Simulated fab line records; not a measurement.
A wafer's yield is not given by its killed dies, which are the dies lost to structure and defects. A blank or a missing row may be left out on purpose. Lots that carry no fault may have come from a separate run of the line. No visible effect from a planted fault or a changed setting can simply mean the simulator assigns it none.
Struck lot and sound lot, side by side || flow nand-harc || 15 steps out of a route of 1159
Sound: the wafers L702.2, L702.5, L702.6. Wafers L715.1, L715.3, L715.6 were the ones struck. At the end, the cause is stated.
For every step that has rows: the tool of each side, followed by ch and its chambers, followed by its first start. Under that, the readings that differ: sound wafers || struck wafers || difference of the means || sigmas: that difference in standard deviations of wafers without a fault.
alike: words and numbers the same on both sides, and readings whose means are apart by under 2 such deviations; not compared: readings that were withheld, readings missing a value for some wafer, numbers with overlapping values and no deviation given by the record, and bounds like >300 which may hide the same value.
A row with sigmas, a row that says differs or no value, or rows on one side alone: a step with any of these is where the two part. Numbers that have no deviation but don't overlap get no sigmas and don't part them. A reading that every wafer of one side lacks parts them only if that side has two wafers or more.

first, 8 steps without rows for these wafers: NHARC_A_CONTACT_COAT_34 (time 75 s); NHARC_A_CONTACT_COAT_35 (time 65 s); NHARC_A_CONTACT_COAT_36 (resist thk 90 nm); NHARC_A_CONTACT_SOFTBAKE_37 (time 55 s); NHARC_A_CONTACT_EBR_38; NHARC_A_CONTACT_EXPOSE_39 (exposes mask A CC 3); NHARC_A_CONTACT_PEB_40 (peb time 65 s); NHARC_A_CONTACT_DEVELOP_41 (develop time 35 s).
NHARC_A_CONTACT_CD_MEAS_42 targets a cd of 200 nm.
  sound on cd-sem-01 ch 0, day 16 17:26; struck on cd-sem-03 ch 0, day 20 15:07
  alike: cd-nm
NHARC_A_CONTACT_OVL_MEAS_43:
  sound: overlay-01 at day 16 17:31; struck: overlay-01 at day 20 15:12
  alike: overlay-x-nm, overlay-y-nm
NHARC_A_CONTACT_INSPECT_44:
  sound: defect-inspect-02 at day 16 17:34; struck: defect-inspect-01 at day 20 15:14
  alike: raw-defect-count
NHARC_A_CONTACT_DESCUM_47: chemistry O2, time 3 s.
  sound on rie-diel-04 ch 0,2,3, day 16 17:38; struck on rie-diel-12 ch 1,3, day 20 15:19
  alike: drypump-motor-current-A, oes-product-au, rf-vpp-V, showerhead-plenum-p-Torr, throttle-valve-pct
  not compared: rf-hours-counter-h
NHARC_A_CONTACT_ETCH_48: etches the open film in CF4, target depth 39 nm, time 65 s.
  sound on rie-diel-04 ch 1,2, day 16 17:46; struck on rie-diel-12 ch 1,2,3, day 20 15:25
{"reading": "oes-product-au (a.u.)", "sound": "1.001 0.997 1.007", "struck": "0.867 0.866 0.870", "difference": -0.134, "sigmas": -19}
{"reading": "showerhead-plenum-p-Torr (Torr)", "sound": "1.88 1.88 1.77", "struck": "1.70 1.70 1.75", "difference": -0.13, "sigmas": -2}
  alike: drypump-motor-current-A, rf-vpp-V, throttle-valve-pct
  not compared: rf-hours-counter-h
NHARC_A_CONTACT_ETCH_49: etches the open film in N2/H2, target depth 260 nm, time 475.3 s.
  sound on rie-diel-04 ch 0,2,3; struck on rie-diel-12 ch 0,1,3
  alike: drypump-motor-current-A, n2-flow-sccm, oes-product-au, rf-vpp-V, showerhead-plenum-p-Torr, throttle-valve-pct
  not compared: rf-hours-counter-h
following that, these wafers have no rows for 1 step: NHARC_END_SORT_01.

## WHERE THEY PART
Only at NHARC_A_CONTACT_ETCH_48, within this record. Later steps at which nothing parts them and some readings are alike: NHARC_A_CONTACT_ETCH_49.

WHY: what had been put in by the simulator
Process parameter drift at NHARC_A_CONTACT_ETCH_48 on rie-diel-12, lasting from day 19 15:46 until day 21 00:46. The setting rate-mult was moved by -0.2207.
